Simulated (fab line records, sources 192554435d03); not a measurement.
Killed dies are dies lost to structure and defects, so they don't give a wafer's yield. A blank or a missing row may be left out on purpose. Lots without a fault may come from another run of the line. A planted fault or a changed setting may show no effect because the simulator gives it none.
Split-lot experiment | flow n5_finfet | 7 lots, 21 wafers read, on a route of 1938 steps

THE SPLIT
At N5_MOL_CONTACT_COAG_EXPOSE_05 (exposes mask CA, defocus 0 nm), the setting dose_mj was moved away from the recipe's 38.25 on 6 of the 21 wafers read, by -5.9% to -2.3%. The other wafers ran this setting at the recipe's value.

FROM THE SPLIT TO THE READING: what the file shows between them, 11 steps
- N5_MOL_CONTACT_COAG_PEB_06: peb time 60 s
- N5_MOL_CONTACT_COAG_DEVELOP_07: develop time 30 s
- N5_MOL_CONTACT_COAG_CD_MEAS_08: target cd 28 nm
- N5_MOL_CONTACT_COAG_DESCUM_13: chemistry O2, time 7 s
- N5_MOL_CONTACT_COAG_ETCH_59: etches underlayer in N2/H2, target depth 13 nm, time 10.4 s
- N5_MOL_CONTACT_COAG_ETCH_105: etches SiARC in CF4, target depth 15.6 nm, time 26 s
- N5_MOL_CONTACT_COAG_CONTACT_ETCH_14: etches SiO2 in C4F6/O2, target depth 27.5 nm, overetch 8.5 nm, time 20 s (also split here: source_w)
- N5_MOL_CONTACT_COAG_STRIP_109: strips in C4F6/O2
- N5_MOL_CONTACT_COAG_ETCH_15: etches SiNx in CH3F/O2, stops on Si:P, target depth 7 nm
- N5_MOL_CONTACT_COAG_ETCH_110: etches Si in CF4/O2, target depth 2.5 nm, time 8 s
- N5_MOL_CONTACT_COAG_STRIP_98: strips in N2/H2

THE READING
cd_nm, in nm, at N5_MOL_CONTACT_COAG_CD_MEAS_99 (target cd 17.2 nm). Fault-free wafers of this fab line usually give 17.2 nm, standard deviation 0.33 nm.

wafer  | tool, chamber at the split | dose_mj as run | against the recipe | cd_nm, nm | against lot-mates on the recipe
L074.1 | euv_scanner-01, 0          | 38.25          | recipe             | 17.4      | -
L074.4 | euv_scanner-01, 0          | 36.17          | -5.4%              | 15.4      | -1.7
L074.5 | euv_scanner-01, 0          | 38.25          | recipe             | 16.8      | -
L080.2 | euv_scanner-02, 0          | 38.25          | recipe             | 16.9      | -
L080.4 | euv_scanner-02, 0          | 38.25          | recipe             | 16.9      | -
L080.5 | euv_scanner-02, 0          | 36.62          | -4.3%              | 16.0      | -0.9
L081.2 | euv_scanner-02, 0          | 38.25          | recipe             | 17.1      | -
L081.5 | euv_scanner-02, 0          | 38.25          | recipe             | 17.5      | -
L081.6 | euv_scanner-02, 0          | 37.37          | -2.3%              | 16.7      | -0.6
L085.3 | euv_scanner-01, 0          | 38.25          | recipe             | 17.0      | -
L085.4 | euv_scanner-01, 0          | 38.25          | recipe             | 17.5      | -
L085.6 | euv_scanner-01, 0          | 36.98          | -3.3%              | 16.5      | -0.8
L087.1 | euv_scanner-01, 0          | 38.25          | recipe             | 16.6      | -
L087.2 | euv_scanner-01, 0          | 38.25          | recipe             | 17.1      | -
L087.4 | euv_scanner-01, 0          | 38.25          | recipe             | 17.3      | -
L091.1 | euv_scanner-01, 0          | 36             | -5.9%              | 15.8      | -1.3
L091.2 | euv_scanner-01, 0          | 38.25          | recipe             | 17.1      | -
L091.6 | euv_scanner-01, 0          | 36             | -5.9%              | 15.6      | -1.5
L095.2 | euv_scanner-01, 0          | 38.25          | recipe             | 17.5      | -
L095.3 | euv_scanner-01, 0          | 38.25          | recipe             | 17.8      | -
L095.6 | euv_scanner-01, 0          | 38.25          | recipe             | 18.0      | -

THE FIT
A straight line over all 21 wafers: cd_nm changes by +0.279 nm for each +1% of dose_mj; r = +0.88; the points scatter about the line by 0.35 nm.
The same after taking each lot's own level away (the mean of its wafers on the recipe; 21 wafers): +0.251 nm for each +1%; r = +0.93; scatter 0.22 nm.
On that fit, the largest move of dose_mj shifts the reading by 1.5 nm.
The lots' own levels span 16.90 to 17.77 nm, that is 2.6 times the standard deviation above.
So the lot-to-lot level changes the slope: the two fits differ.
Check: with one of the wafers moved furthest among these (-5.9%) left out of the fit, the line predicts -1.54 nm for it against its lot-mates. It came out at -1.3 nm against them.

OTHER SPLITS ON THESE WAFERS
These wafers also went through other splits before the reading. Each is held against what the fit with the lots' levels taken away leaves over:
other split on the same wafers               | wafers away from the commonest value | r with cd_nm (lot level and that fit taken away)
N5_MOL_CONTACT_COAG_CONTACT_ETCH_14 source_w | 6                                    | -0.25

THE WHOLE CHAIN: every reading that the file lists as answering this split, in the file's order
step                           | what it does                                                | reading                                                                        | change (the file's fit)               | r (the file's)
N5_MOL_CONTACT_COAG_CD_MEAS_08 | target cd 28 nm                                             | cd_nm                                                                          | +0.235 nm for each +1% of the setting | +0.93
N5_MOL_CONTACT_COAG_ETCH_59    | etches underlayer in N2/H2, target depth 13 nm, time 10.4 s | MOL_CONTACT_COAG.cd_offset_nm (the simulator's own value, which no gauge read) | +0.231 nm for each +1% of the setting | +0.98
N5_MOL_CONTACT_COAG_ETCH_105   | etches SiARC in CF4, target depth 15.6 nm, time 26 s        | MOL_CONTACT_COAG.cd_offset_nm (the simulator's own value, which no gauge read) | +0.243 nm for each +1% of the setting | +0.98
N5_MOL_CONTACT_COAG_ETCH_110   | etches Si in CF4/O2, target depth 2.5 nm, time 8 s          | MOL_CONTACT_COAG.cd_offset_nm (the simulator's own value, which no gauge read) | +0.256 nm for each +1% of the setting | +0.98
N5_MOL_CONTACT_COAG_CD_MEAS_99 | target cd 17.2 nm                                           | cd_nm                                                                          | +0.255 nm for each +1% of the setting | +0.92

THE FILE'S OWN FIT
cd_nm changes by +0.255 nm for each +1% of dose_mj, r = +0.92.
